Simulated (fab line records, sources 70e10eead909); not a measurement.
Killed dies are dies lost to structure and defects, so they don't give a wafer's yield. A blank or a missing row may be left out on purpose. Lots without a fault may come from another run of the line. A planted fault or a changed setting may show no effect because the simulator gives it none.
A struck lot beside a sound one | flow nand_harc | 14 steps out of a route of 1302
Sound: wafers L973.3, L973.5, L973.6. Struck: wafer L984.1. (L984.2, L984.4 of the same lot were not struck and are left out.) The cause comes at the end.
At each step with rows: each side's tool, then ch and its chambers, then its first start. Under that, the readings that differ: sound wafers | struck wafers | difference of the means | sigmas: that difference in standard deviations of wafers without a fault.
alike: readings whose means differ by less than 2 such deviations, and words and numbers that are the same on both sides. not compared: withheld readings, readings that some wafer has no value for, bounds like >300 that may hide the same value, and numbers for which the record gives no deviation and whose values overlap.
The two part at a step that has a row with sigmas, a row that says differs or no value, or rows on one side only. Numbers that don't overlap but have no deviation are shown without sigmas and don't part them. A reading that every wafer of one side lacks parts them only if that side has two wafers or more.

NHARC_A_BLC_ETCH_16: etches the open film in CF4, target depth 39 nm, time 65 s.
  sound on rie_diel-05 ch 1,3, day 23 18:20; struck on rie_diel-01 ch 1, day 28 15:14
  reading                     | sound             | struck | difference | sigmas
  drypump_motor_current_A (A) | 5.37 5.41 5.42    | 4.80   | -0.60      | -3
  oes_product_au (a.u.)       | 0.994 0.978 0.994 | 1.012  | +0.023     | +3
  alike: bias_w, rf_vpp_V, showerhead_plenum_p_Torr, throttle_valve_pct
  not compared: rf_hours_counter_h
NHARC_A_BLC_ETCH_17: etches the open film in N2/H2, target depth 390 nm, time 609.38 s.
  sound on rie_diel-05 ch 0,3; struck on rie_diel-01 ch 2
  reading                         | sound             | struck | difference | sigmas
  oes_product_au (a.u.)           | 0.993 0.978 0.992 | 1.006  | +0.018     | +2
  rf_vpp_V (V)                    | 431.3 433.3 432.3 | 425.9  | -6.4       | -3
  showerhead_plenum_p_Torr (Torr) | 2.06 2.12 2.06    | 1.89   | -0.19      | -2
  alike: bias_w, drypump_motor_current_A, throttle_valve_pct
  not compared: rf_hours_counter_h
then, 1 step without rows for these wafers: NHARC_A_BLC_ETCH_18 (etches the open film in C4F8/O2/Ar, target depth 910 nm).
NHARC_A_BLC_CD_MEAS_19:
  sound on cd_sem-01, day 23 19:23; struck on cd_sem-03, day 28 16:08
  alike: cd_nm
NHARC_A_BLC_STRIP_29: strips in CF4.
  sound on rie_diel-03 ch 0,2,3, day 23 19:29; struck on rie_diel-03 ch 0, day 28 16:12
  alike: drypump_motor_current_A, oes_product_au, rf_vpp_V, showerhead_plenum_p_Torr, throttle_valve_pct
  not compared: rf_hours_counter_h
then, 5 steps without rows for these wafers: NHARC_A_BLC_STRIP_21 (strips in O2); NHARC_A_BLC_STRIP_22 (strips in post etch residue remover, time 600 s); NHARC_A_BLC_DEGAS_30 (time 60 s); NHARC_A_BLC_PRE_CLEAN_31 (time 15 s); NHARC_A_BLC_PVD_32 (deposits Ti, target thk 5 nm, time 17.7 s).
NHARC_A_BLC_ALD_23: deposits TiN, target thk 3 nm, pulse time 1 s, ald cycles 150.
  sound on ald_metal-04 ch 1,2,3, day 23 20:17; struck on ald_metal-01 ch 2, day 28 16:58
  alike: heater_power_w, precursor_pulse_height_rel
NHARC_A_BLC_CVD_24: deposits W, target thk 150 nm, time 434 s.
  sound on cvd_w-02 ch 0,1; struck on cvd_w-02 ch 0
  alike: heater_power_w, throttle_valve_pct
NHARC_A_BLC_CMP_25: polishes, t overpolish 30 s, target thk 150 nm.
  sound on cmp-02 ch 0,2,3, day 23 21:00; struck on cmp-01 ch 3, day 28 17:42
  reading                | sound                | struck | difference | sigmas
  overpolish_run_s (s)   | 30.004 30.010 30.003 | 15.457 | -14.549    | -99 or more
  time_to_endpoint_s (s) | 28.3 29.2 30.6       | 62.7   | +33.3      | +17
  alike: motor_current_A
then, 1 step without rows for these wafers: NHARC_END_SORT_01.

WHERE THEY PART
First at NHARC_A_BLC_ETCH_16; last, within this record, at NHARC_A_BLC_CMP_25.

WHY: what the simulator had put in
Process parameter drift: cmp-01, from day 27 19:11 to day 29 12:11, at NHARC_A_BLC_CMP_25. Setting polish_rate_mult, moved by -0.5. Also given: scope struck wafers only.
